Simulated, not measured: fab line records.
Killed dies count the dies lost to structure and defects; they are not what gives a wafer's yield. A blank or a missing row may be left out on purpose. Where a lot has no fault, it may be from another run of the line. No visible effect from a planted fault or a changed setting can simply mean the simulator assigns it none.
Matching of chambers	flow n5_finfet	cvd_co-02 running N5_BEOL_M1_CO_CAP_55: 3 sister chambers
The step material Co, precursor CCTBA/H2, target thk 2 nm, time 102.1 s. 3 wafers are shown with their chamber, then 9 later ones without.

## EACH WAFER AND ITS CHAMBER
wafer	chamber	heater_power_w (W)
L515.3	2	245
L515.4	0	243
L515.5	1	225

## WAFERS MISSING THEIR CHAMBER
wafer	heater_power_w (W)
L520.2	227
L520.3	244
L520.6	248
L522.1	236
L522.2	218
L522.5	239
L523.1	225
L523.2	240
L523.4	237

## EACH ONE'S CHAMBER
wafer	from the rows above	in truth
L520.2	1	1
L520.3	can't be placed: 0 or 2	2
L520.6	can't be placed: 2 or 0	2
L522.1	can't be placed: 0 or 2 or 1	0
L522.2	1	1
L522.5	can't be placed: 0 or 2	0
L523.1	1	1
L523.2	can't be placed: 0 or 2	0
L523.4	can't be placed: 0 or 2 or 1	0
Correct placement for 3 of the 9. Not placeable from these rows: 6 (in 6, the candidates include the true chamber). Placed wrongly: 0.
How it was worked out, from the rows above alone: a wafer's distance from a chamber is the root of the sum, over the readings, of the square of ((its reading less the chamber's mean) divided by the reading's scatter). The wafer belongs to the nearest chamber; if the next one is less than 2 further off, it can't be placed. Each chamber's mean is taken over the wafers shown for it. The scatter: root of mean squared gap, hidden wafer to nearest shown wafer, with one shown wafer a chamber.
